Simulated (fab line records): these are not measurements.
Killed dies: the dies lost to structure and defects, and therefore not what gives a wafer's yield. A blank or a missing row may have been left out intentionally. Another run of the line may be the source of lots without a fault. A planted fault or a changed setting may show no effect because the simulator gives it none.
The tool behind it: which one? / flow n5-finfet / Sampling: 10 lots, 29 wafers, 3 of 1938 route steps

WHAT EACH GAUGE READ, for each wafer
N5_BEOL_M4_RC_MEAS_101. Usual: DIBL_N 36.5 mV/V, standard deviation 2.1; DIBL_P 36.6 mV/V, standard deviation 2.6; IOFF_N 0.17 nA/um, standard deviation 0.044; IOFF_P 0.21 nA/um, standard deviation 0.048; ION_N 674 uA/um, standard deviation 17; ION_P 462 uA/um, standard deviation 9.5; SS_N 71.6 mV/dec, standard deviation 0.77; SS_P 73.5 mV/dec, standard deviation 0.72; VT_N 250 mV, standard deviation 4.2; VT_P -250 mV, standard deviation 3.9.
lot=L591; measured=day 9 02:22; on=prober-02; DIBL_N (mV/V)=36.8 34.5 35.9; DIBL_P (mV/V)=36.2 33.7 34.8; IOFF_N (nA/um)=0.19 0.15 0.18; IOFF_P (nA/um)=0.25 0.22 0.22; ION_N (uA/um)=686 673 683; ION_P (uA/um)=468 466 469; SS_N (mV/dec)=71.4 71.3 71.5; SS_P (mV/dec)=74.0 73.4 73.4; VT_N (mV)=246 252 245; VT_P (mV)=-245 -247 -249; flag=
lot=L592; measured=day 10 01:57; on=prober-02; DIBL_N (mV/V)=33.3 38.8 31.5; DIBL_P (mV/V)=32.4 39.3 30.2; IOFF_N (nA/um)=0.09 0.19 0.08; IOFF_P (nA/um)=0.16 0.26 0.13; ION_N (uA/um)=644 676 636; ION_P (uA/um)=452 469 452; SS_N (mV/dec)=70.7 71.5 70.1; SS_P (mV/dec)=71.9 74.8 72.3; VT_N (mV)=259 250 262; VT_P (mV)=-254 -247 -256; flag=
lot=L594; measured=day 10 11:35; on=prober-02; DIBL_N (mV/V)=37.2 40.6 39.5; DIBL_P (mV/V)=37.7 42.3 40.8; IOFF_N (nA/um)=0.14 0.24 0.20; IOFF_P (nA/um)=0.20 0.28 0.25; ION_N (uA/um)=667 706 685; ION_P (uA/um)=462 478 465; SS_N (mV/dec)=71.1 72.4 72.2; SS_P (mV/dec)=73.0 74.4 74.3; VT_N (mV)=253 241 248; VT_P (mV)=-253 -245 -247; flag=
lot=L595; measured=day 10 06:04; on=prober-01; DIBL_N (mV/V)=41.7 34.2 40.5; DIBL_P (mV/V)=40.4 32.3 40.5; IOFF_N (nA/um)=0.31 0.13 0.29; IOFF_P (nA/um)=0.35 0.19 0.34; ION_N (uA/um)=707 678 703; ION_P (uA/um)=476 467 475; SS_N (mV/dec)=73.8 70.7 72.2; SS_P (mV/dec)=74.9 72.7 74.8; VT_N (mV)=241 251 241; VT_P (mV)=-242 -250 -243; flag=
lot=L596; measured=day 10 20:36; on=prober-02; DIBL_N (mV/V)=34.7 36.8 32.4; DIBL_P (mV/V)=35.1 38.1 33.0; IOFF_N (nA/um)=0.13 0.17 0.10; IOFF_P (nA/um)=0.16 0.21 0.15; ION_N (uA/um)=675 687 657; ION_P (uA/um)=459 468 460; SS_N (mV/dec)=70.9 71.0 70.7; SS_P (mV/dec)=73.1 73.9 71.7; VT_N (mV)=255 249 254; VT_P (mV)=-254 -252 -254; flag=
lot=L599; measured=day 11 10:42; on=prober-02; DIBL_N (mV/V)=35.6 36.0 32.7; DIBL_P (mV/V)=36.7 35.2 32.9; IOFF_N (nA/um)=0.16 0.15 0.11; IOFF_P (nA/um)=0.20 0.17 0.16; ION_N (uA/um)=667 651 653; ION_P (uA/um)=461 445 454; SS_N (mV/dec)=71.5 72.3 70.0; SS_P (mV/dec)=73.4 73.0 73.2; VT_N (mV)=247 253 254; VT_P (mV)=-250 -253 -254; flag=
lot=L601; measured=day 12 06:16; on=prober-01; DIBL_N (mV/V)=37.4 37.1 35.6; DIBL_P (mV/V)=37.5 36.5 34.6; IOFF_N (nA/um)=0.16 0.14 0.12; IOFF_P (nA/um)=0.22 0.21 0.18; ION_N (uA/um)=680 658 665; ION_P (uA/um)=464 465 464; SS_N (mV/dec)=71.7 72.3 71.1; SS_P (mV/dec)=73.9 73.2 72.7; VT_N (mV)=251 254 255; VT_P (mV)=-249 -248 -251; flag=
lot=L610; measured=day 14 05:31; on=prober-01; DIBL_N (mV/V)=36.3 35.6; DIBL_P (mV/V)=36.1 35.6; IOFF_N (nA/um)=0.14 0.12; IOFF_P (nA/um)=0.17 0.15; ION_N (uA/um)=664 648; ION_P (uA/um)=456 443; SS_N (mV/dec)=72.5 71.6; SS_P (mV/dec)=73.6 73.0; VT_N (mV)=254 254; VT_P (mV)=-256 -259; flag=
lot=L613; measured=day 15 03:29; on=prober-02; DIBL_N (mV/V)=34.4 36.6 37.4; DIBL_P (mV/V)=33.6 36.6 37.9; IOFF_N (nA/um)=0.13 0.17 0.18; IOFF_P (nA/um)=0.17 0.22 0.24; ION_N (uA/um)=667 691 679; ION_P (uA/um)=457 472 468; SS_N (mV/dec)=70.5 71.7 71.6; SS_P (mV/dec)=72.3 73.8 73.5; VT_N (mV)=250 249 250; VT_P (mV)=-251 -248 -246; flag=
lot=L614; measured=day 15 13:25; on=prober-01; DIBL_N (mV/V)=34.9 37.3 35.3; DIBL_P (mV/V)=36.2 38.6 35.4; IOFF_N (nA/um)=0.12 0.16 0.13; IOFF_P (nA/um)=0.17 0.21 0.16; ION_N (uA/um)=664 671 666; ION_P (uA/um)=459 469 453; SS_N (mV/dec)=71.3 71.8 71.5; SS_P (mV/dec)=73.3 74.0 72.8; VT_N (mV)=257 252 255; VT_P (mV)=-256 -251 -258; flag=

N5_PASSIVATION_OVL_MEAS_66. Usual: for PASS_OPEN_OVL the level is 2 nm and the standard deviation is 4.4.
lot=L591; measured=day 13 10:05; on=overlay-02; PASS_OPEN_OVL (nm)=1 4 4; flag=
lot=L592; measured=day 14 03:49; on=overlay-01; PASS_OPEN_OVL (nm)=0 2 -6; flag=
lot=L594; measured=day 14 22:04; on=overlay-02; PASS_OPEN_OVL (nm)=8 0 8; flag=
lot=L595; measured=day 14 16:46; on=overlay-02; PASS_OPEN_OVL (nm)=10 10 3; flag=
lot=L596; measured=day 15 04:59; on=overlay-02; PASS_OPEN_OVL (nm)=10 2 4; flag=
lot=L599; measured=day 15 09:03; on=overlay-01; PASS_OPEN_OVL (nm)=-4 -3 3; flag=
lot=L601; measured=day 16 12:30; on=overlay-02; PASS_OPEN_OVL (nm)=-1 -4 -2; flag=
lot=L610; measured=day 19 03:58; on=overlay-01; PASS_OPEN_OVL (nm)=1 -2; flag=
lot=L613; measured=day 20 22:41; on=overlay-02; PASS_OPEN_OVL (nm)=-1 8 2; flag=
lot=L614; measured=day 20 19:06; on=overlay-01; PASS_OPEN_OVL (nm)=3 7 3; flag=

EACH LOT AND THE TOOL THAT RAN IT (in order: tool; ch and the chambers of the sampled wafers; start)
lot=L591; N5_BEOL_M4_HM_DEP_02=pvd-sputter-03, day 7 23:35
lot=L592; N5_BEOL_M4_HM_DEP_02=pvd-sputter-03, day 8 20:48
lot=L594; N5_BEOL_M4_HM_DEP_02=pvd-sputter-02, day 9 06:59
lot=L595; N5_BEOL_M4_HM_DEP_02=pvd-sputter-01, day 9 09:43
lot=L596; N5_BEOL_M4_HM_DEP_02=pvd-sputter-01, day 9 11:31
lot=L599; N5_BEOL_M4_HM_DEP_02=pvd-sputter-03, day 10 11:41
lot=L601; N5_BEOL_M4_HM_DEP_02=pvd-sputter-01, day 11 11:08
lot=L610; N5_BEOL_M4_HM_DEP_02=pvd-sputter-02, day 13 19:32
lot=L613; N5_BEOL_M4_HM_DEP_02=pvd-sputter-01, day 14 11:08
lot=L614; N5_BEOL_M4_HM_DEP_02=pvd-sputter-03, day 14 16:47
- N5_BEOL_M4_HM_DEP_02: deposits TiN, target thk 20 nm.

WHAT THE TOOLS THEMSELVES READ (means of the sampled wafers that have a number; where no wafer has one, the mark that the record gives instead)
N5_BEOL_M4_HM_DEP_02. Usual: throttle-valve-pct at 29.6 %, with a standard deviation of 0.9.
lot=L591; tool=pvd-sputter-03; throttle-valve-pct (%)=29.9; flag=
lot=L592; tool=pvd-sputter-03; throttle-valve-pct (%)=29.2; flag=
lot=L594; tool=pvd-sputter-02; throttle-valve-pct (%)=29.3; flag=
lot=L595; tool=pvd-sputter-01; throttle-valve-pct (%)=29.3; flag=
lot=L596; tool=pvd-sputter-01; throttle-valve-pct (%)=29.9; flag=
lot=L599; tool=pvd-sputter-03; throttle-valve-pct (%)=30.1; flag=
lot=L601; tool=pvd-sputter-01; throttle-valve-pct (%)=29.9; flag=
lot=L610; tool=pvd-sputter-02; throttle-valve-pct (%)=28.9; flag=
lot=L613; tool=pvd-sputter-01; throttle-valve-pct (%)=29.3; flag=
lot=L614; tool=pvd-sputter-03; throttle-valve-pct (%)=29.5; flag=

THE ANSWER, worked out from the rows above alone
Rule: take the mean of a lot's wafers that have a number; if it is more than 3 standard deviations from the usual mean, the lot is off. A lot without any number at a reading at which 4 lots or more have one is off too. Any other lot the step has rows for is counted as sound. The gauges are gone through in route order, then the tools' own readings, and for those a lot's mean is taken as printed above. The first step at which some lot is off is used, and at that step the reading that is off furthest; a lot without a number counts as furthest.
None of the lots is off at any reading shown; this tells nothing.

WHAT HAD BEEN PUT IN BY THE SIMULATOR
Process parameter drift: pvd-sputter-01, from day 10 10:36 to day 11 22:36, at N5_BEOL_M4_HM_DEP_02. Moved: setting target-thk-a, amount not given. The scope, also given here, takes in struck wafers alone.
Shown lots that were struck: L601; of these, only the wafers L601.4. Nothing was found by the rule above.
